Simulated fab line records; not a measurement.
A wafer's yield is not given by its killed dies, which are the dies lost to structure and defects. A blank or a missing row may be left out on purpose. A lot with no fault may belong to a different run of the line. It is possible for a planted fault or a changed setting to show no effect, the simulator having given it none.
Struck lot and sound lot, side by side ; flow n5-finfet ; 41 out of 1938 route steps
Sound: these wafers, L866.3, L866.4, L866.6. Struck: wafer L870.2 (L870.1, L870.4, from the same lot, were not struck and are left out); the cause is given at the end.
Order at every step that has rows: each side's tool, ch and its chambers, its first start. Under that, the readings that differ: sound wafers ; struck wafers ; difference of the means ; sigmas: that difference in standard deviations of wafers without a fault.
alike: a reading whose means differ by less than 2 such deviations, as well as words and numbers matching on both sides. not compared: withheld readings; readings where some wafer has no value; bounds like >300 that might hide an equal value; numbers whose values overlap and for which the record gives no deviation.
A row with sigmas, a row that says differs or no value, or rows on one side alone: a step with any of these is where the two part. When numbers do not overlap yet have no deviation, they are printed without sigmas and do not part them. A reading missing from all wafers of one side parts the sides only when that side holds two or more wafers.

first, 11 steps without rows for these wafers: N5_GATE_CUT_ETCHBACK_00 (etches W in SF6/Cl2); N5_GATE_CUT_ETCH_56 (etches TiN in Cl2/Ar, target depth 21.6 nm); N5_GATE_CUT_ETCHBACK_30 (etches TiN in Cl2/Ar, target depth 3 nm); N5_GATE_CUT_VAPOR_ETCH_60 (etches HfO2 in BCl3/Cl2); N5_GATE_CUT_ETCH_58 (etches SiNx in CH3F/O2, target depth 17 nm, time 128.6 s); N5_GATE_CUT_STRIP_59 (strips in N2/H2, time 20 s); N5_GATE_CUT_PRECLEAN_31 (cleans in DIW, time 300 s); N5_GATE_CUT_SRD_32 (time 30 s); N5_GATE_CUT_SAC_CAP_01 (material SiNx, target thk 24 nm, pulse time 1 s, ald cycles 480); N5_GATE_CUT_PECVD_57 (deposits SiNx from SiH4/NH3/N2, target thk 21 nm); N5_GATE_CUT_CMP_02 (polishes, stops on SiO2, t overpolish 12.7 s, target thk 0 nm).
N5_GATE_CUT_HM_DEP_46: deposits SiO2 from TEOS/O2, target thk 130 nm, time 26.6 s.
  sound on pecvd-01 ch 1,2, day 4 23:07; struck on pecvd-01 ch 0, day 6 00:27
reading;sound;struck;difference;sigmas
model.SiO2_of_GATE_CUT_HM_DEP_46.thk-nm (nm);129.6 129 131;122.6;-7.3;
  alike: heater-power-w, showerhead-plenum-p-Torr, throttle-valve-pct
  not compared: since-wet-clean-h
then, 15 steps without rows for these wafers: N5_GATE_CUT_COAT_34 (time 60 s, resist thk 60 nm); N5_GATE_CUT_COAT_35 (time 60 s, resist thk 10 nm); N5_GATE_CUT_COAT_27 (time 60 s, resist thk 10 nm); N5_GATE_CUT_COAT_07 (resist thk 30 nm); N5_GATE_CUT_EBR_09; N5_GATE_CUT_SOFTBAKE_08 (time 60 s); N5_GATE_CUT_EXPOSE_10 (exposes mask GATE CUT, target cd 20 nm); N5_GATE_CUT_PEB_11 (peb time 60 s); N5_GATE_CUT_DEVELOP_12 (develop time 30 s); N5_GATE_CUT_DESCUM_18 (chemistry O2, time 7 s); N5_GATE_CUT_ETCH_28 (etches underlayer in N2/H2, target depth 13 nm, time 10.4 s); N5_GATE_CUT_ETCH_36 (etches SiARC in CF4, target depth 13 nm, time 21.7 s); N5_GATE_CUT_ETCH_37 (etches SOC in N2/H2, target depth 60 nm, overetch 12 nm, time 90 s); N5_GATE_CUT_STRIP_38 (strips in N2/H2); N5_GATE_CUT_STRIP_39 (strips in N2/H2).
N5_GATE_CUT_HM_OPEN_40: chemistry C4F6/O2, target SiO2, target depth 139 nm, time 85.1 s.
  sound on rie-diel-06 ch 0,3, day 4 23:52; struck on rie-diel-01 ch 3, day 6 01:45
reading;sound;struck;difference;sigmas
oes-product-au (a.u.);0.90 0.66 0.89;0.61;-0.21;-2
model.etch.depth-nm (nm);129.6 129 131;122.6;-7.3;
model.SOC_of_GATE_CUT_COAT_34.thk-nm (nm);32.8 33 32.4;34.4;+1.7;
  alike: chamber-pressure-mTorr, drypump-motor-current-A, etch-rf-on-time-s, rf-vpp-V, showerhead-plenum-p-Torr, throttle-valve-pct
  not compared: rf-hours-counter-h
then, 10 steps without rows for these wafers: N5_GATE_CUT_STRIP_41 (strips in CF4); N5_GATE_CUT_STRIP_42 (strips in O2); N5_GATE_CUT_ETCH_19 (etches SiNx in CH3F/O2, target depth 53.7 nm, time 76.7 s); N5_GATE_CUT_CUT_ETCH_53 (etches W in SF6/Cl2, target depth 79.2 nm); N5_GATE_CUT_CUT_ETCH_54 (etches TiN in Cl2/BCl3, target depth 96.7 nm); N5_GATE_CUT_CUT_ETCH_55 (etches HfO2 in BCl3, target depth 3.2 nm); N5_GATE_CUT_ETCH_47 (etches SiO2 in Cl2/BCl3, target depth 10 nm); N5_GATE_CUT_VAPOR_ETCH_48 (etches TiN in BCl3/Cl2); N5_GATE_CUT_VAPOR_ETCH_49 (etches TiAlC in BCl3/Cl2); N5_GATE_CUT_VAPOR_ETCH_51 (etches HfO2 in BCl3/Cl2).
N5_GATE_CUT_THK_MEAS_24:
  sound on film-metro-02, day 5 02:20; struck on film-metro-01, day 6 04:47
reading;sound;struck;difference;sigmas
GC_FILL_THK (nm);220.6 218.5 220.4;212.9;-6.9;-4
N5_GATE_CUT_CMP_43: polishes SiO2.
  sound on cmp-01 ch 1,2,3, day 5 02:26; struck on cmp-04 ch 0, day 6 04:49
reading;sound;struck;difference;sigmas
model.SiO2_of_GATE_CUT_HM_DEP_46.thk-nm (nm);5 5 5;4.6;-0.4;
  alike: motor-current-A, retaining-ring-pressure-frac, slurry-filter-dp-kPa
-- here the record skips 4 days between the struck wafers' starts before and after, leaving off in module GATE_CUT and picking up in module BEOL_M4 (first step shown: number 1111 of the route) --
N5_BEOL_M4_RC_MEAS_101:
  sound on prober-02 ch 0, day 10 06:19; struck on prober-02 ch 0, day 10 13:08
  alike: DIBL_N, DIBL_P, IOFF_N, IOFF_P, ION_N, ION_P, SS_N, SS_P, VT_N, VT_P

== WHERE THEY PART ==
Last at N5_GATE_CUT_THK_MEAS_24 as far as this record goes, first at N5_GATE_CUT_HM_OPEN_40. Later steps at which nothing parts them and some readings are alike: N5_GATE_CUT_CMP_43, N5_BEOL_M4_RC_MEAS_101.

WHY: the cause the simulator had injected
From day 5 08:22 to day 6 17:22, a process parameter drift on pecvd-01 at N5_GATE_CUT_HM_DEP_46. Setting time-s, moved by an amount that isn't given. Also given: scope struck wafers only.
